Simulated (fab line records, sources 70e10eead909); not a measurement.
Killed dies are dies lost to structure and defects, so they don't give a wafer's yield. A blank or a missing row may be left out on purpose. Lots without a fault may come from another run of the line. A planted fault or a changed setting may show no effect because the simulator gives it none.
fab line records | flow nand_harc
record lots=6 wafers=18 last_day=24
route steps=1159 shown P_GATE@194 P_CONTACT@217 END@1159
lots that met no fault: from a run of the same line without faults
start_h: hours from the record's first day to the start of the lot's first wafer shown | wait_h: hours since the lot's step before | " the same as in the row above | L1.1+2: a row that stands for several wafers | - no value, or no start given | * or withheld: withheld | < > ~ a bound
route shown NAME@n: a module of which the file shows steps, and the number in the route of the first | usual: mean/standard deviation of fault-free wafers | same: alike in all rows | chamber/n: place in a boat | sites: the reading at each site | _std_site: their standard deviation | _edge_site: outer sites' mean less inner sites' | radius_mm: how far each site lies from the wafer's centre | mask NAME#n: copy n | behind: the tool/chamber that last shaped the wafer | hold: why the lot was held/for how many hours/how that ended | device: the transistor (n, p or np) that didn't switch | end of line: the same wafers' tests at the end of the route | a step without rows: its recipe alone | killed: dies lost to structure and defects at the first sort, not the wafer's yield | map: a wafer's dies, x killed, . not, _ none there
set.NAME: the setting as run; set.NAME@STEP: as run at that earlier step | model.NAME: the simulator's own value behind a step, which no gauge read
lots at some steps of the route; a table a step, a row a wafer
services: from which hour (start_h, from the record's first day; less than 0 if before it) a tool's chamber was out of use, for how many hours, and why
## steps
# step NHARC_P_GATE_COAT_85
# recipe spin_rpm=3000
# step NHARC_P_GATE_SOFTBAKE_86
# recipe temp_c=122 time_s=95
# step NHARC_P_GATE_EBR_87
# step NHARC_P_GATE_EXPOSE_88
# recipe na=0.6 target_cd_nm=2000 dose_mj=11.87 mask_id=P_HVN
# step NHARC_P_GATE_PEB_89
# recipe peb_temp_c=118 peb_time_s=85
# step NHARC_P_GATE_DEVELOP_90
# recipe time_s=70
# step NHARC_P_GATE_CD_MEAS_91
# recipe target_cd_nm=2000 landing_energy_ev=500
# usual cd_nm=1999.7/1.4
# columns lot.wafer tool chamber start_h wait_h cd_nm
L357.2 cd_sem-03 0 120.74 - 2000.5
L357.3 " 0 " " 2002.3
L357.4 " 0 " " 2001.4
L358.3 cd_sem-03 0 131.26 - 1999.1
L358.4 " 0 " " 1999.9
L358.5 " 0 " " 2000.1
L363.1 cd_sem-02 0 163.76 - 2000.0
L363.2 " 0 " " 1999.8
L363.3 " 0 " " 1999.6
L369.1 cd_sem-02 0 188.78 - 1998.8
L369.2 " 0 " " 2001.0
L369.5 " 0 " " 2001.8
L370.2 cd_sem-01 0 202.44 - 2002.1
L370.3 " 0 " " 2002.1
L370.4 " 0 " " 2000.7
L377.1 cd_sem-03 0 236.48 - 1999.7
L377.2 " 0 " " 2001.5
L377.4 " 0 " " 2000.6
# step NHARC_P_GATE_HARDBAKE_92
# recipe temp_c=125 time_s=80
# step NHARC_P_GATE_DESCUM_93
# recipe time_s=3 o2_flow_sccm=200 ar_flow_sccm=0 bias_power_w=0 chemistry=O2
# step NHARC_P_GATE_IMPLANT_94
# recipe energy_kev=60 dose_cm2=2e+15 tilt_deg=7
# step NHARC_P_GATE_STRIP_113
# recipe power_w=1500 temp_c=110 time_s=740 chemistry=N2/H2
# usual drypump_motor_current_A=5.8/0.48 heater_power_w=89/6.5
# columns lot.wafer tool chamber start_h wait_h drypump_motor_current_A heater_power_w rf_hours_counter_h
L357.2 plasma_asher-02 0 121.38 0.3 5.3 83 36
L357.4 " 1 " " 6.4 102 -
L357.3 " 0 " " 5.2 85 -
L358.4 plasma_asher-02 1 132.08 0.3 6.4 102 -
L358.3 " 0 " " 5.3 81 -
L358.5 " 0 " " 5.3 81 -
L363.1 plasma_asher-01 1 164.31 0.2 6.1 93 18
L363.2 " 0 " " 5.4 85 18
L363.3 " 1 " " 6.1 94 -
L369.2 plasma_asher-01 0 190.19 0.8 5.4 85 30
L369.1 " 1 " " 6.1 94 30
L369.5 " 1 " " 6.1 94 -
L370.2 plasma_asher-02 1 202.96 0.2 6.4 95 3
L370.4 " 1 " " 6.4 92 -
L370.3 " 0 " " 5.2 82 -
L377.1 plasma_asher-02 1 237.01 0.2 6.4 93 16
L377.2 " 0 " " 5.3 81 16
L377.4 " 0 " " 5.3 80 -
# step NHARC_P_GATE_STRIP_95
# recipe power_w=1500 temp_c=250 chemistry=O2
# usual drypump_motor_current_A=5.8/0.48 heater_power_w=335/24
# columns lot.wafer tool chamber start_h wait_h drypump_motor_current_A heater_power_w rf_hours_counter_h
L357.2 plasma_asher-02 0 121.99 0.5 5.2 321 37
L357.4 " 1 " " 6.4 380 -
L357.3 " 0 " " 5.3 325 -
L358.4 plasma_asher-02 1 132.59 0.4 6.4 381 -
L358.3 " 0 " " 5.2 302 -
L358.5 " 0 " " 5.2 308 -
L363.1 plasma_asher-01 1 165.03 0.6 6.1 346 18
L363.2 " 0 " " 5.4 311 18
L363.3 " 1 " " 6.1 356 -
L369.2 plasma_asher-01 0 190.90 0.6 5.3 320 31
L369.1 " 1 " " 6.1 341 31
L369.5 " 1 " " 6.1 357 -
L370.2 plasma_asher-02 1 203.68 0.6 6.4 355 4
L370.4 " 1 " " 6.4 344 -
L370.3 " 0 " " 5.2 304 -
L377.1 plasma_asher-02 1 237.73 0.6 6.4 347 17
L377.2 " 0 " " 5.2 311 17
L377.4 " 0 " " 5.2 304 -
# step NHARC_P_GATE_STRIP_96
# recipe time_s=900 temp_c=130 chemistry=SPM
# columns lot.wafer tool chamber start_h wait_h
L357.4+3+2 wet_bench-01 7,1,3 122.19 0.2
L358.4+5+3 wet_bench-02 0,2,4 132.79 0.2
L363.3+1+2 wet_bench-02 0,1,4 165.25 0.2
L369.5+1+2 wet_bench-02 6,7,0 191.11 0.2
L370.4+3+2 wet_bench-01 5,6,0 203.90 0.2
L377.4+2+1 wet_bench-05 7,1,2 237.94 0.2
# step NHARC_P_GATE_RTA_64
# recipe temp_c=1050 time_s=1
# step NHARC_P_GATE_ETCH_77
# recipe target_depth_a=60 chemistry=dHF material=SiO2
# step NHARC_P_GATE_DEGAS_109
# recipe temp_c=300 time_s=60
# step NHARC_P_GATE_PRE_CLEAN_110
# recipe time_s=30 bias_v=200 gas=Ar
# step NHARC_P_GATE_SPUTTER_78
# recipe target_thk_a=100 material=Ni
# step NHARC_P_GATE_SPUTTER_79
# recipe target_thk_a=100 material=TiN
# step NHARC_P_GATE_RTA_80
# recipe temp_c=300 time_s=30
# usual lamp_power_pct=1.90/0.17 lamp_zone_1_pct=1.90/0.17 wafer_temp_C_max=302.2/0.42
# columns lot.wafer tool chamber start_h wait_h lamp_power_pct lamp_zone_1_pct wafer_temp_C_max
L357.2 rtp_anneal-01 0 123.17 - 1.70 1.70 301.3
L357.3 " 0 " " 1.70 1.70 301.7
L357.4 " 0 " " 1.70 1.69 302.7
L358.3 rtp_anneal-01 0 133.86 - 1.70 1.69 302.1
L358.4 " 0 " " 1.69 1.69 301.9
L358.5 " 0 " " 1.69 1.69 302.1
L363.1 rtp_anneal-01 0 166.19 - 1.69 1.70 302.0
L363.2 " 0 " " 1.69 1.70 301.8
L363.3 " 0 " " 1.69 1.69 302.3
L369.1 rtp_anneal-02 0 192.07 - 2.05 2.05 302.5
L369.2 " 0 " " 2.05 2.05 301.8
L369.5 " 0 " " 2.05 2.05 302.2
L370.2 rtp_anneal-02 0 204.88 - 2.04 2.04 302.3
L370.3 " 0 " " 2.04 2.04 301.9
L370.4 " 0 " " 2.04 2.04 301.8
L377.1 rtp_anneal-02 0 238.90 - 2.05 2.05 302.7
L377.2 " 0 " " 2.05 2.05 302.2
L377.4 " 0 " " 2.05 2.05 303.2
# step NHARC_P_GATE_STRIP_67
# recipe time_s=600 temp_c=130 chemistry=SPM
# step NHARC_P_GATE_RTA_82
# recipe temp_c=450 time_s=30
# usual lamp_power_pct=3.8/0.33 lamp_zone_1_pct=3.8/0.33 wafer_temp_C_max=453.3/0.65
# columns lot.wafer tool chamber start_h wait_h lamp_power_pct lamp_zone_1_pct wafer_temp_C_max
L357.2 rtp_anneal-01 0 123.63 - 3.3 3.3 452.8
L357.3 " 0 " " 3.3 3.3 453.8
L357.4 " 0 " " 3.3 3.3 452.5
L358.3 rtp_anneal-02 0 134.32 - 4.0 4.0 454.5
L358.4 " 0 " " 4.0 4.0 453.1
L358.5 " 0 " " 4.0 4.0 453.3
L363.1 rtp_anneal-01 0 166.66 - 3.3 3.3 453.0
L363.2 " 0 " " 3.3 3.3 453.7
L363.3 " 0 " " 3.3 3.3 453.7
L369.1 rtp_anneal-02 0 192.52 - 4.0 4.0 453.1
L369.2 " 0 " " 4.0 4.0 452.8
L369.5 " 0 " " 4.0 4.0 453.1
L370.2 rtp_anneal-02 0 205.61 - 4.0 4.0 452.7
L370.3 " 0 " " 4.0 4.0 453.6
L370.4 " 0 " " 4.0 4.0 453.7
L377.1 rtp_anneal-01 0 239.36 - 3.3 3.3 452.3
L377.2 " 0 " " 3.3 3.3 453.0
L377.4 " 0 " " 3.3 3.3 452.9
# step NHARC_P_GATE_INSPECT_68
# usual raw_defect_count=225/100
# columns lot.wafer tool chamber start_h wait_h raw_defect_count
L357.2 defect_inspect-01 - 123.80 0.1 175
L357.3 " - " " 164
L357.4 " - " " 167
L358.3 defect_inspect-01 - 134.47 0.1 253
L358.4 " - " " 178
L358.5 " - " " 169
L363.1 defect_inspect-01 - 166.86 0.2 746
L363.2 " - " " 648
L363.3 " - " " 653
L369.1 defect_inspect-01 - 192.72 0.2 750
L369.2 " - " " 932
L369.5 " - " " 784
L370.2 defect_inspect-01 - 205.78 0.1 70
L370.3 " - " " 102
L370.4 " - " " 103
L377.1 defect_inspect-02 - 239.56 0.2 122
L377.2 " - " " 106
L377.4 " - " " 127
# step NHARC_P_CONTACT_DEP_30
# recipe target_thk_a=300 temp_c=400 target_thk_nm=30 flow_sccm=200 rf_w=450 material=SiNx
# usual heater_power_w=715/110
# columns lot.wafer tool chamber start_h wait_h heater_power_w
L357.2 pecvd-02 0 123.87 0.1 715
L357.3 " 2 " " 668
L357.4 " 0 " " 712
L358.3 pecvd-02 0 134.57 0.1 675
L358.5 " 0 " " 687
L358.4 " 1 " " 732
L363.3 pecvd-04 2 166.93 0.1 487
L363.1 " 0 " " 747
L363.2 " 1 " " 681
L369.2 pecvd-04 2 192.83 0.1 587
L369.1 " 0 " " 700
L369.5 " 1 " " 721
L370.3 pecvd-02 0 205.85 0.1 757
L370.2 " 1 " " 760
L370.4 " 0 " " 739
L377.1 pecvd-02 1 239.63 0.1 690
L377.2 " 0 " " 741
L377.4 " 0 " " 731
# step NHARC_END_SORT_01
# recipe temp_c=25
# usual killed_at_array=31/12 killed_at_other=0.6/0.85 killed_at_periphery=3.0/2.3 killed_dies=35/12 killed_open=3.2/1.9 killed_short=1.8/1.4
# same gross_dies=677
# columns lot.wafer tool chamber start_h wait_h killed_at_array killed_at_other killed_at_periphery killed_dies killed_open killed_short
L363.1 prober-01 0 500.92 2.5 24 1 60 85 0 1
L363.2 prober-01 0 501.71 2.8 31 0 62 93 5 1
L363.3 prober-01 0 502.51 3.1 41 1 88 130 9 1
L369.1 prober-01 0 533.85 2.5 27 1 82 110 2 1
L369.2 prober-01 0 534.65 2.8 30 1 79 110 1 2
L369.5 prober-01 0 537.04 3.7 34 0 54 88 1 0
# killed by level:class
L363.1 P_GATE:unspecified=59 A_CHANNEL_HOLE_D1:chamber_film_flake=11 A_SLIT:chamber_film_flake=9 A_CONTACT:chamber_film_flake=2 A_CHANNEL_FILL_D1:geometric_particle:short=1 P_M2:chamber_film_flake=1 A_STAIRCASE:chamber_film_flake=1 THIN_TSV:chamber_film_flake=1
L363.2 P_GATE:unspecified=59 A_CHANNEL_HOLE_D1:chamber_film_flake=11 A_SLIT:chamber_film_flake=8 A_CONTACT:geometric_particle:open=4 A_CONTACT:chamber_film_flake=3 P_STI:chamber_film_flake=2 A_WL_FILL:chamber_film_flake=2 A_ONON_D1:geometric_particle:short=1
L363.3 P_GATE:unspecified=84 A_SLIT:chamber_film_flake=13 A_CHANNEL_HOLE_D1:chamber_film_flake=11 A_STAIRCASE:chamber_film_flake=3 A_CONTACT:chamber_film_flake=3 P_M0:geometric_particle:open=2 A_CHANNEL_FILL_D1:geometric_particle:open=2 A_BLC:geometric_particle:open=2
L369.1 P_GATE:unspecified=80 A_CHANNEL_HOLE_D1:chamber_film_flake=19 A_CONTACT:chamber_film_flake=4 A_WL_FILL:chamber_film_flake=2 P_GATE:geometric_particle:open=1 P_CONTACT:geometric_particle:open=1 A_CHANNEL_FILL_D1:geometric_particle:short=1 A_STAIRCASE:chamber_film_flake=1
L369.2 P_GATE:unspecified=79 A_CHANNEL_HOLE_D1:chamber_film_flake=19 A_WL_FILL:chamber_film_flake=5 A_CONTACT:chamber_film_flake=3 A_CHANNEL_HOLE_D1:geometric_particle:short=1 A_WL_FILL:geometric_particle:short=1 A_BLC:geometric_particle:open=1 THIN_TSV:chamber_film_flake=1
L369.5 P_GATE:unspecified=53 A_CHANNEL_HOLE_D1:chamber_film_flake=26 A_WL_FILL:chamber_film_flake=5 A_CONTACT:chamber_film_flake=2 P_M0:geometric_particle:open=1 A_STAIRCASE:chamber_film_flake=1
# map L363.3 (x killed, . not)
____________.____________
_________......._________
_______...x......._______
______.............______
_____.....x.......x._____
____.................____
____.........x.......____
___..x................___
___.....xxx.x.........___
__.....xxx.x.....x.....__
__....xxxxxxx.x....xx..__
_....x.xxxxxxx.........._
_.....xxxxxxxx.........._
_....x.xxxxxxx...xx....._
_...xxxxxxxx.x..x......._
_...xxxxxxxxxxxxx......._
.....xxxxxxxxxx.xx...x...
.......xxxxxx.x...x......
.......xxxxxx..xxx.......
.......xxx......x........
.........x...............
_......x.......x........_
_......................._
_..............x..x....._
_........x.x...x........_
_............x........x._
__............x.x....x.__
__..............xx.....__
___..........xx.x..x..___
___..........x........___
____.................____
____.................____
_____..x............_____
______.x...........______
_______..........._______
_________x......_________
____________.____________
# map L369.1 (x killed, . not)
____________.____________
_________......._________
_______..........._______
______.............______
_____..............._____
____.................____
____..........x..x...____
___..........x.xx.....___
___..........xxxxx.x..___
__.........xxxxxxxx.x..__
__.........xxxxxxx.x...__
_.x.........xxxxxxx....._
_x.........xxxxxxxxx...._
_...........xxxxxxx....._
_..........xxxxxxxx....._
_.........xxxxxxxxx....._
.............xxxxxx......
.............xxxx........
............x..xx........
.x.............x..x......
.......................x.
_........x.............._
_......................._
_...................x..._
_............x.x........_
_..............xxx.x.x.._
__x...........xx.x.x...__
__...........x...x.....__
___.............x.x..x___
___..............x....___
____.........x.xx....____
____.................____
_____..............._____
______.............______
_______..........._______
_________......._________
____________.____________
## services
# columns tool chamber start_h hours kind
plasma_asher-01 - 99.00 9.0 pm
plasma_asher-01 0 99.00 9.0 vent_cycle
plasma_asher-01 1 99.00 9.0 vent_cycle
plasma_asher-01 0 108.00 - clean
plasma_asher-01 1 108.00 - clean
pecvd-04 0 110.11 19.3 repair
pecvd-02 1 143.85 4.5 repair
pecvd-02 - 153.43 13.0 pm
pecvd-02 0 153.43 13.0 vent_cycle
pecvd-02 1 153.43 13.0 vent_cycle
pecvd-02 2 153.43 13.0 vent_cycle
pecvd-04 - 161.77 0.6 repair
pecvd-02 0 166.43 - clean
wet_bench-02 - 180.11 8.0 pm
plasma_asher-02 - 183.65 9.0 pm
plasma_asher-02 0 183.65 9.0 vent_cycle
plasma_asher-02 1 183.65 9.0 vent_cycle
plasma_asher-02 0 192.65 - clean
plasma_asher-02 1 192.65 - clean
pecvd-04 - 195.80 13.0 pm
wet_bench-05 - 196.80 8.0 pm
wet_bench-01 - 213.60 8.0 pm
plasma_asher-02 - 232.42 1.0 repair
pecvd-02 2 233.49 16.3 repair
## key
first_sign step=NHARC_P_GATE_INSPECT_68 reading=raw_defect_count direction=up sigmas=5.1 usual=225 struck=752
effect step=NHARC_END_SORT_01 reading=killed_at_periphery direction=up sigmas=30 usual=3.0 struck=70.8
more_kills_born_at NHARC_P_GATE_STRIP_96@wet_bench-02=414
met_at NHARC_P_GATE_STRIP_96
struck_wafers L363.1,L363.2,L363.3,L369.1,L369.2,L369.5
tester_left_out L363,L369
onset_between 132.79 165.25
also_fits NHARC_P_GATE_STRIP_113:plasma_asher-01,NHARC_P_GATE_STRIP_95:plasma_asher-01
fault kind=chamber_particle_source tool=wet_bench-02 chamber=- onset_h=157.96 steps=NHARC_P_GATE_STRIP_96 rate_per_visit_cm2=0.73869 end_h=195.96
# tester_left_out: of these lots the tester's yield and bins aren't shown, on N5 and GAA mostly nor the transistor test; their killed dies are dies lost to structure and defects alone, not to doping, threshold or leakage, so they don't give the yield
